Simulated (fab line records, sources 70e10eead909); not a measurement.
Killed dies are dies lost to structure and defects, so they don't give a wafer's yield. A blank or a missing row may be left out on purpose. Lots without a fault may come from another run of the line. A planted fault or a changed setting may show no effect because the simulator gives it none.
A struck lot beside a sound one | flow nand_harc | 13 steps out of a route of 1302
Sound: wafers L277.2, L277.4, L277.6. Struck: wafer L292.1. (L292.3, L292.6 of the same lot were not struck and are left out.) The cause comes at the end.
At each step with rows: each side's tool, then ch and its chambers, then its first start. Under that, the readings that differ: sound wafers | struck wafers | difference of the means | sigmas: that difference in standard deviations of wafers without a fault.
alike: readings whose means differ by less than 2 such deviations, and words and numbers that are the same on both sides. not compared: withheld readings, readings that some wafer has no value for, bounds like >300 that may hide the same value, and numbers for which the record gives no deviation and whose values overlap.
The two part at a step that has a row with sigmas, a row that says differs or no value, or rows on one side only. Numbers that don't overlap but have no deviation are shown without sigmas and don't part them. A reading that every wafer of one side lacks parts them only if that side has two wafers or more.

first, 2 steps without rows for these wafers: NHARC_A_STAIRCASE_HARDBAKE_218 (time 140 s); NHARC_A_STAIRCASE_DESCUM_219 (chemistry O2, time 3 s).
NHARC_A_STAIRCASE_TRIM_220: chemistry O2, time 211.2 s.
  sound on rie_diel-02 ch 1,2,3, day 17 07:44; struck on rie_diel-03 ch 0, day 24 06:31
  alike: chamber_pressure_mTorr, drypump_motor_current_A, oes_product_au, rf_vpp_V, showerhead_plenum_p_Torr, throttle_valve_pct
  not compared: rf_hours_counter_h
NHARC_A_STAIRCASE_ETCH_221: etches the open film in C4F8/O2, target depth 100 nm, time 40.5 s.
  sound on rie_diel-02 ch 1,2,3; struck on rie_diel-03 ch 3
  alike: chamber_pressure_mTorr, oes_product_au, rf_fwd_power_W, rf_vpp_V
  not compared: rf_hours_counter_h
then, 1 step without rows for these wafers: NHARC_A_STAIRCASE_TRIM_222 (chemistry O2, time 211.2 s).
NHARC_A_STAIRCASE_ETCH_223: etches the open film in C4F8/O2, target depth 100 nm, time 40.5 s.
  sound on rie_diel-02 ch 2,3; struck on rie_diel-03 ch 2
  alike: chamber_pressure_mTorr, oes_product_au, rf_fwd_power_W, rf_vpp_V
  not compared: rf_hours_counter_h
then, 2 steps without rows for these wafers: NHARC_A_STAIRCASE_TRIM_224 (chemistry O2, time 211.2 s); NHARC_A_STAIRCASE_ETCH_225 (etches the open film in C4F8/O2, target depth 100 nm, time 40.5 s).
NHARC_A_STAIRCASE_TRIM_226: chemistry O2, time 211.2 s.
  sound on rie_diel-02 ch 1,3; struck on rie_diel-03 ch 1
  alike: chamber_pressure_mTorr, drypump_motor_current_A, oes_product_au, rf_vpp_V, showerhead_plenum_p_Torr, throttle_valve_pct
  not compared: rf_hours_counter_h
then, 1 step without rows for these wafers: NHARC_A_STAIRCASE_ETCH_227 (etches the open film in C4F8/O2, target depth 100 nm, time 40.5 s).
NHARC_A_STAIRCASE_TRIM_229: chemistry O2, time 211.2 s.
  sound on rie_diel-02 ch 1,3, day 17 09:00; struck on rie_diel-03 ch 2, day 24 07:32
  reading               | sound             | struck | difference | sigmas
  oes_product_au (a.u.) | 0.982 0.985 0.990 | 1.005  | +0.019     | +2
  alike: chamber_pressure_mTorr, drypump_motor_current_A, rf_vpp_V, showerhead_plenum_p_Torr, throttle_valve_pct
  not compared: rf_hours_counter_h
NHARC_A_STAIRCASE_ETCH_230: etches the open film in C4F8/O2, target depth 100 nm, time 40.5 s.
  sound on rie_diel-02 ch 1,3, day 17 09:15; struck on rie_diel-03 ch 0, day 24 07:43
  reading               | sound             | struck | difference | sigmas
  oes_product_au (a.u.) | 0.953 0.952 0.935 | 1.152  | +0.205     | +12
  rf_fwd_power_W (W)    | 591 590 587       | 829    | +240       | +73
  alike: chamber_pressure_mTorr, rf_vpp_V
  not compared: rf_hours_counter_h
then, 1 step without rows for these wafers: NHARC_A_STAIRCASE_TRIM_231 (chemistry O2, time 211.2 s).

WHERE THEY PART
First at NHARC_A_STAIRCASE_TRIM_229; last, within this record, at NHARC_A_STAIRCASE_ETCH_230.

WHY: what the simulator had put in
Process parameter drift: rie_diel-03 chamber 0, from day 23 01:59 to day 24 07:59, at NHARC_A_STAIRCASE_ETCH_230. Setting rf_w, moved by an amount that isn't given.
